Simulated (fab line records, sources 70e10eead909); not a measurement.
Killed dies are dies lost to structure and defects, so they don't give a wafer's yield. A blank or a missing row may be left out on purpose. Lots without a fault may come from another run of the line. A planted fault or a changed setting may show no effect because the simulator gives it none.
One fault seen from 2 desks | flow nand_harc | each desk has only its own numbers; what lay behind them comes last

THE METROLOGY DESK
What the gauges read, lot by lot, whatever tool the lot ran on: means of the sampled wafers that have a number. A lot is out of limits, marked OUT, if its mean lies more than 4 standard deviations from the usual mean; the brackets give that distance.
Columns: A = cd_nm at NHARC_A_CONTACT_CD_MEAS_42, usual 300.0 nm
lot  | first seen here | A
L118 | day 21 20:49    | 299.5
L125 | day 24 01:48    | 299.8
L126 | day 24 22:18    | 300.0
L132 | day 27 18:07    | 299.6
L140 | day 30 05:56    | 300.5
This desk's finding: nothing out of limits on any of the 5 lots.

THE TOOL OWNER'S DESK: rie_metal-02
The tool's own readings at NHARC_A_WL_FILL_ETCHBACK_17 (etches the open film in Cl2/BCl3, target depth 4 nm, time 26.7 s): means of the sampled wafers that have a number, for each lot that ran on this tool. A lot is out of limits, marked OUT, if its mean lies more than 4 standard deviations from the usual mean; the brackets give that distance.
Columns: A = drypump_motor_current_A at NHARC_A_WL_FILL_ETCHBACK_17, usual 5.7 A; B = oes_product_au at NHARC_A_WL_FILL_ETCHBACK_17, usual 0.999 a.u.
lot  | first seen here | A   | B
L118 | day 21 06:10    | 5.6 | 0.999
L132 | day 27 06:10    | 5.6 | 1.007
This desk's finding: nothing out of limits on any of the 2 lots.

PUT TOGETHER
The metrology desk saw nothing out of limits.
The tool owner's desk saw nothing out of limits.

WHAT THE SIMULATOR HAD PUT IN
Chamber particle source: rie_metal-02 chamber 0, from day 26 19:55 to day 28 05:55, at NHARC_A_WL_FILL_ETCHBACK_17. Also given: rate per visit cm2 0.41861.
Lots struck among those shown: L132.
